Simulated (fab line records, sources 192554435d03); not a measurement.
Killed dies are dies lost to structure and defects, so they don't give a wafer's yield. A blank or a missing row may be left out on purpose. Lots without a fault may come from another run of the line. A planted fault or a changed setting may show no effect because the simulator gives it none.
A struck lot beside a sound one | flow n5_finfet | 15 steps out of a route of 1938
Sound: wafers L730.2, L730.3, L730.5. Struck: wafer L741.5. (L741.6 of the same lot was not struck and is left out.) The cause comes at the end.
At each step with rows: each side's tool, then ch and its chambers, then its first start. Under that, the readings that differ: sound wafers | struck wafers | difference of the means | sigmas: that difference in standard deviations of wafers without a fault.
alike: readings whose means differ by less than 2 such deviations, and words and numbers that are the same on both sides. not compared: withheld readings, readings that some wafer has no value for, bounds like >300 that may hide the same value, and numbers for which the record gives no deviation and whose values overlap.
The two part at a step that has a row with sigmas, a row that says differs or no value, or rows on one side only. Numbers that don't overlap but have no deviation are shown without sigmas and don't part them. A reading that every wafer of one side lacks parts them only if that side has two wafers or more.

first, 1 step without rows for these wafers: N5_BEOL_M0_TRENCH_ETCH_107 (etches SiOC in C4F6/O2, target depth 32.8 nm, time 16.4 s).
N5_BEOL_M0_STRIP_142: strips in N2/H2, time 10 s.
  sound on rie_diel-03 ch 2,3, day 6 07:06; struck on rie_diel-06 ch 3, day 8 16:36
  reading                     | sound          | struck | difference | sigmas
  drypump_motor_current_A (A) | 6.3 5.1 6.3    | 5.1    | -0.8       | -2
  throttle_valve_pct (%)      | 23.3 23.8 23.3 | 24.5   | +1.0       | +3
  alike: h2_flow_sccm, oes_product_au, rf_vpp_V, showerhead_plenum_p_Torr
  not compared: rf_hours_counter_h
N5_BEOL_M0_OCD_MEAS_108:
  sound on ocd-01, day 6 07:11; struck on ocd-02, day 8 16:40
  alike: trench_depth_nm
then, 2 steps without rows for these wafers: N5_BEOL_M0_HM_STRIP_129 (strips TiN in peroxide tin strip, target depth 17 nm, time 108 s); N5_BEOL_M0_SRD_130 (time 30 s).
N5_BEOL_M0_ETCH_109: etches SiCN in CH3F/O2, target depth 8 nm, overetch 2.4 nm, time 27.4 s.
  sound on rie_diel-03 ch 0,1,3, day 6 07:28; struck on rie_diel-06 ch 2, day 8 16:49
  alike: O2_flow_sccm, drypump_motor_current_A, oes_product_au, rf_vpp_V, showerhead_plenum_p_Torr, throttle_valve_pct
  not compared: rf_hours_counter_h
then, 2 steps without rows for these wafers: N5_BEOL_M0_STRIP_139 (strips in post etch residue remover, time 60 s); N5_BEOL_M0_SRD_111 (time 30 s).
N5_BEOL_M0_DEGAS_112: time 60 s.
  sound on pvd_sputter-01, day 6 07:55; struck on pvd_sputter-02, day 8 17:32
  alike: heater_power_w
then, 1 step without rows for these wafers: N5_BEOL_M0_PRE_CLEAN_113 (time 30 s).
N5_BEOL_M0_ALD_136: deposits TaN, pulse time 2 s, purge time 3 s, co reactant purge time 2 s.
  sound on ald_metal-01 ch 0,1,3, day 6 08:01; struck on ald_metal-03 ch 0, day 8 17:46
  alike: heater_power_w, mfc_carrier_sccm
N5_BEOL_M0_SURFACE_TREAT_137:
  sound on pvd_sputter-02, day 6 08:22; struck on pvd_sputter-01, day 8 18:53
  not compared: throttle_valve_pct
N5_BEOL_M0_CVD_115: deposits Co from CCTBA/H2, time 120 s.
  sound on cvd_co-02 ch 0,1, day 6 08:32; struck on cvd_co-02 ch 0, day 8 19:03
  reading          | sound             | struck | difference | sigmas
  run_length_s (s) | 142.2 143.6 143.6 | 72.0   | -71.1      | -99 or more
then, 1 step without rows for these wafers: N5_BEOL_M0_SPUTTER_116 (material Cu, target thk 4 nm, time 7.37 s).
N5_BEOL_M4_RC_MEAS_101:
  sound on prober-01 ch 0, day 7 22:24; struck on prober-02 ch 0, day 10 17:57
  alike: DIBL_N, DIBL_P, IOFF_N, IOFF_P, ION_N, ION_P, SS_N, SS_P, VT_N, VT_P

WHERE THEY PART
First at N5_BEOL_M0_STRIP_142; last, within this record, at N5_BEOL_M0_CVD_115. Later steps at which nothing parts them and some readings are alike: N5_BEOL_M4_RC_MEAS_101.

WHY: what the simulator had put in
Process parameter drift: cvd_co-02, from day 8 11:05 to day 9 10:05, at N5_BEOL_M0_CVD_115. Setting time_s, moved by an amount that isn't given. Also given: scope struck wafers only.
